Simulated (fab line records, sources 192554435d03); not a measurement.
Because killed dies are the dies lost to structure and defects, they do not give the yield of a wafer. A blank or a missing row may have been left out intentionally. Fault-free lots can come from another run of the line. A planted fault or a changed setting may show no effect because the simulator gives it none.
Split-lot study + flow n5_finfet + route with 1938 steps; 7 lots, 21 wafers read

## ON THE SPLIT
At N5_BEOL_M7_ETCH_66 (etches SOC in N2/H2, target depth 80 nm, overetch 16 nm, time 120 s), the setting bias_w was moved away from the recipe's 150 W on 7 of the 21 wafers read, by +8.1% to +14.5%. For the rest of the wafers, this setting stayed at what the recipe calls for.

The reading is taken at the split's own step.

## THE READING
rf_vpp_V, in V, at N5_BEOL_M7_ETCH_66 (etches SOC in N2/H2, target depth 80 nm, overetch 16 nm, time 120 s). On this fab line, fault-free wafers typically give 524.6 V with a standard deviation of 2.3 V.

| wafer  | tool, chamber at the split | bias_w as run, W | against the recipe | rf_vpp_V, V | against lot-mates on the recipe |
|--------|----------------------------|------------------|--------------------|-------------|---------------------------------|
| L075.1 | rie_diel-02, 1             | 171.7            | +14.5%             | 571.5       | +46.8                           |
| L075.2 | rie_diel-02, 3             | 150              | recipe             | 524.7       | -                               |
| L075.3 | rie_diel-02, 2             | 171.7            | +14.5%             | 572.4       | +47.7                           |
| L074.1 | rie_diel-02, 2             | 169.6            | +13.1%             | 568.7       | +42.9                           |
| L074.2 | rie_diel-02, 0             | 169.6            | +13.1%             | 568.4       | +42.6                           |
| L074.5 | rie_diel-02, 2             | 150              | recipe             | 525.8       | -                               |
| L078.1 | rie_diel-06, 0             | 165.9            | +10.6%             | 554.4       | +27.3                           |
| L078.4 | rie_diel-06, 3             | 150              | recipe             | 527.1       | -                               |
| L078.5 | rie_diel-06, 3             | 165.9            | +10.6%             | 563.5       | +36.4                           |
| L083.3 | rie_diel-03, 0             | 162.1            | +8.1%              | 550.2       | +26.1                           |
| L083.5 | rie_diel-03, 0             | 150              | recipe             | 523.4       | -                               |
| L083.6 | rie_diel-03, 1             | 150              | recipe             | 524.9       | -                               |
| L094.1 | rie_diel-03, 1             | 150              | recipe             | 524.9       | -                               |
| L094.2 | rie_diel-03, 3             | 150              | recipe             | 523.6       | -                               |
| L094.3 | rie_diel-03, 0             | 150              | recipe             | 522.4       | -                               |
| L096.2 | rie_diel-02, 1             | 150              | recipe             | 525.3       | -                               |
| L096.3 | rie_diel-02, 2             | 150              | recipe             | 526.4       | -                               |
| L096.4 | rie_diel-02, 0             | 150              | recipe             | 524.6       | -                               |
| L097.3 | rie_diel-06, 1             | 150              | recipe             | 527.4       | -                               |
| L097.4 | rie_diel-06, 3             | 150              | recipe             | 528.3       | -                               |
| L097.5 | rie_diel-06, 0             | 150              | recipe             | 523.0       | -                               |

THE FIT
A straight line over all 21 wafers: rf_vpp_V changes by +3.25 V for each +1% of bias_w; r = +0.99; the points scatter about the line by 2.1 V.
The same after taking each lot's own level away (the mean of its wafers on the recipe; 21 wafers): +3.21 V for each +1%; r = +0.99; scatter 2 V.
The reading moves by 47 V for the largest change in bias_w, on that fit.
Across the lots, their own levels run from 523.63 to 527.10 V, a range of 1.5 times the standard deviation given above.
Hence the lot-to-lot level has little effect on the slope; both slopes agree.
Check: for one of the wafers moved furthest among these (+14.5%), held out of the fit, the line's prediction against its lot-mates is +46.4 V. It came out at +46.8 V against them.
Tool readings at the split's step, against how far the setting was moved: rf_vpp_V r = +0.99.

## ADDITIONAL SPLITS CARRIED BY THESE WAFERS
Other splits were also applied to these wafers ahead of the reading. Each is held against what the fit with the lots' levels taken away leaves over:
| other split on the same wafers | wafers away from the commonest value | r with rf_vpp_V (lot level and that fit taken away) |
|--------------------------------|--------------------------------------|-----------------------------------------------------|
| N5_BEOL_M4_COAT_67 spin_rpm    | 6                                    | +0.52                                               |
| N5_BEOL_M5_COAT_22 spin_rpm    | 4                                    | +0.20                                               |
| N5_BEOL_M5_EXPOSE_25 dose_mj   | 6                                    | +0.17                                               |
| N5_BEOL_M5_SPUTTER_48 time_s   | 7                                    | -0.11                                               |
| N5_BEOL_M7_PECVD_70 temp_c     | 9                                    | +0.06                                               |

## THE WHOLE CHAIN: every reading that the file lists as answering this split, in the file's order
| step               | what it does                                                        | reading                                                                          | change (the file's fit)                | r (the file's) |
|--------------------|---------------------------------------------------------------------|----------------------------------------------------------------------------------|----------------------------------------|----------------|
| N5_BEOL_M7_ETCH_66 | etches SOC in N2/H2, target depth 80 nm, overetch 16 nm, time 120 s | rf_vpp_V                                                                         | +3.21 V for each +1% of the setting    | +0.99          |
| N5_BEOL_M7_ETCH_66 | etches SOC in N2/H2, target depth 80 nm, overetch 16 nm, time 120 s | SiARC_of_BEOL_M7_COAT_64.thk_nm (the simulator's own value, which no gauge read) | -0.0617 nm for each +1% of the setting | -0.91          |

## FILE'S OWN FIT
rf_vpp_V changes by +3.21 V for each +1% of bias_w, r = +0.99.
